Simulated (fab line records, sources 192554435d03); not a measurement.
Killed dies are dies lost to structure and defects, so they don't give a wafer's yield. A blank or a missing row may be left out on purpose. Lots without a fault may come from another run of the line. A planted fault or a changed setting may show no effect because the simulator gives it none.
A struck lot beside a sound one | flow n5_finfet | 41 steps out of a route of 1938
Sound: wafers L534.3, L534.4, L534.5. Struck: wafers L531.1, L531.2, L531.4. The cause comes at the end.
At each step with rows: each side's tool, then ch and its chambers, then its first start. Under that, the readings that differ: sound wafers | struck wafers | difference of the means | sigmas: that difference in standard deviations of wafers without a fault.
alike: readings whose means differ by less than 2 such deviations, and words and numbers that are the same on both sides. not compared: withheld readings, readings that some wafer has no value for, bounds like >300 that may hide the same value, and numbers for which the record gives no deviation and whose values overlap.
The two part at a step that has a row with sigmas, a row that says differs or no value, or rows on one side only. Numbers that don't overlap but have no deviation are shown without sigmas and don't part them. A reading that every wafer of one side lacks parts them only if that side has two wafers or more.

first, 11 steps without rows for these wafers: N5_PMOS_HMC_CHANNEL_EPI_STRIP_17 (strips in SPM, time 750 s); N5_PMOS_HMC_CHANNEL_EPI_ETCH_38 (etches SiO2 in CF4, target depth 1.5 nm); N5_PMOS_HMC_CHANNEL_EPI_FIN_RECESS_16 (chemistry HBr/Cl2, target Si, target depth 54 nm, time 18 s); N5_PMOS_HMC_CHANNEL_EPI_PRECLEAN_36 (cleans in O3/DIW, time 45 s); N5_PMOS_HMC_CHANNEL_EPI_PRECLEAN_18 (cleans in DHF, time 30 s); N5_PMOS_HMC_CHANNEL_EPI_SRD_19 (time 30 s); N5_PMOS_HMC_CHANNEL_EPI_EPI_20 (deposits SiGe30, target thk 59 nm); N5_PMOS_HMC_CHANNEL_EPI_HM_STRIP_35 (strips SiO2 in dHF, material SiO2, target depth 39.6 nm, time 216 s); N5_PMOS_HMC_CHANNEL_EPI_SRD_39 (time 30 s); N5_PMOS_HMC_CHANNEL_EPI_CMP_21 (polishes SiGe30, target thk 54 nm); N5_PMOS_HMC_CHANNEL_EPI_PRECLEAN_40 (cleans in DHF, time 30 s).
N5_PMOS_HMC_CHANNEL_EPI_PRECLEAN_37: cleans in O3/DIW, time 45 s.
  sound on wet_bench-05 ch 2,4,7, day 6 02:06; struck on wet_bench-06 ch 4,5,6, day 5 08:19
then, 3 steps without rows for these wafers: N5_PMOS_HMC_CHANNEL_EPI_PRECLEAN_24 (cleans in DHF, time 30 s); N5_PMOS_HMC_CHANNEL_EPI_SRD_25 (time 30 s); N5_PMOS_HMC_CHANNEL_EPI_EPI_26 (deposits Si from SiH4/H2, target thk 3.8 nm, time 22.7 s).
N5_PMOS_HMC_CHANNEL_EPI_INSPECT_30: inspects for defects (darkfield).
  sound on defect_inspect-01, day 6 02:41; struck on defect_inspect-01, day 5 08:45
  reading          | sound    | struck      | difference | sigmas
  raw_defect_count | 19 15 17 | 449 409 423 | +410       | +63
then, 19 steps without rows for these wafers: N5_FIN_SAQP_PRECLEAN_42 (cleans in O3/DIW, time 60 s); N5_FIN_SAQP_PRECLEAN_00 (cleans in SC1, time 60 s); N5_FIN_SAQP_PRECLEAN_44 (cleans in SC2, time 45 s); N5_FIN_SAQP_SRD_01 (time 30 s); N5_FIN_SAQP_ALD_61 (deposits SiO2, target thk 4 nm, pulse time 1 s, purge time 2 s); N5_FIN_SAQP_DENSIFY_62 (time 60 s); N5_FIN_SAQP_HM_DEP_03 (deposits SiNx from SiH4/NH3/N2, target thk 38 nm, time 33.6 s); N5_FIN_SAQP_PECVD_47 (deposits a-Si from SiH4/He, target thk 45 nm, time 36.3 s); N5_FIN_SAQP_PECVD_48 (deposits SiNx from SiH4/NH3/N2, target thk 25 nm, time 22.1 s); N5_FIN_SAQP_PECVD_06 (deposits a-Si from SiH4/He, target thk 60 nm, time 48.1 s); N5_FIN_SAQP_HM_DEP_72 (deposits SiO2 from SiH4/N2O, target thk 12 nm, time 7.2 s); N5_FIN_SAQP_COAT_49 (time 60 s, resist thk 100 nm); N5_FIN_SAQP_COAT_50 (time 60 s, resist thk 35 nm); N5_FIN_SAQP_COAT_10 (resist thk 90 nm); N5_FIN_SAQP_EBR_12; N5_FIN_SAQP_SOFTBAKE_11 (time 60 s); N5_FIN_SAQP_EXPOSE_13 (exposes mask FIN CORE, target cd 35.6 nm); N5_FIN_SAQP_PEB_14 (peb time 60 s); N5_FIN_SAQP_DEVELOP_15 (develop time 30 s).
N5_FIN_SAQP_INSPECT_18: inspects for defects (brightfield).
  sound on defect_inspect-01, day 6 03:56; struck on defect_inspect-01, day 5 10:08
  reading          | sound       | struck      | difference | sigmas
  raw_defect_count | 367 480 529 | 688 668 759 | +246       | +2
N5_FIN_SAQP_INSPECT_40: inspects for defects (brightfield).
  sound on defect_inspect-01, day 6 08:46; struck on defect_inspect-01, day 5 14:52
  reading          | sound       | struck      | difference | sigmas
  raw_defect_count | 151 150 271 | 519 548 536 | +344       | +6
N5_FIN_CUT_INSPECT_10: inspects for defects (brightfield).
  sound on defect_inspect-01, day 6 09:17; struck on defect_inspect-01, day 5 15:15
  reading          | sound    | struck      | difference | sigmas
  raw_defect_count | 36 29 38 | 458 437 431 | +408       | +44
N5_FIN_CUT_INSPECT_17: inspects for defects (brightfield).
  sound on defect_inspect-01, day 6 10:25; struck on defect_inspect-01, day 5 16:12
  reading          | sound       | struck      | difference | sigmas
  raw_defect_count | 159 141 259 | 525 565 543 | +358       | +6
-- the record jumps here: 6 days lie between the struck wafers' starts before and after (it left off in module FIN_CUT and takes up again in module BEOL_M4, whose first step shown is number 1111 of the route) --
N5_BEOL_M4_RC_MEAS_101:
  sound on prober-01 ch 0, day 12 03:05; struck on prober-02 ch 0, day 11 04:43
  alike: DIBL_N, DIBL_P, IOFF_N, IOFF_P, ION_N, ION_P, SS_N, SS_P, VT_N, VT_P
-- the record jumps here: 5 days lie between the struck wafers' starts before and after (it left off in module BEOL_M4 and takes up again in module PASSIVATION, whose first step shown is number 1936 of the route) --
N5_PASSIVATION_PROBE_49:
  sound on prober-02, day 16 10:11; struck on prober-02, day 15 19:21
  reading                  | sound          | struck         | difference | sigmas
  defect_limited_yield (%) | 89.7 92.3 90.6 | 82.8 83.3 86.9 | -6.5       | -4
  killed_at_front_end      | 42 30 26       | 144 124 107    | +92        | +8
  killed_dies              | 121 91 111     | 203 197 155    | +77        | +4
  sort_bin_5_function (%)  | 6.6 4.2 5.6    | 11.3 11.0 8.0  | +4.6       | +5
  sort_n_pass              | 1059 1089 1069 | 977 983 1025   | -77        | -4
  sort_yield_pct (%)       | 89.7 92.3 90.6 | 82.8 83.3 86.9 | -6.5       | -4
  alike: killed_at_M0_to_M3, killed_at_M4_up, killed_at_contacts, killed_at_other, killed_open, killed_short, sort_bin_6_memory

WHERE THEY PART
First at N5_PMOS_HMC_CHANNEL_EPI_INSPECT_30; last, within this record, at N5_PASSIVATION_PROBE_49.

WHY: what the simulator had put in
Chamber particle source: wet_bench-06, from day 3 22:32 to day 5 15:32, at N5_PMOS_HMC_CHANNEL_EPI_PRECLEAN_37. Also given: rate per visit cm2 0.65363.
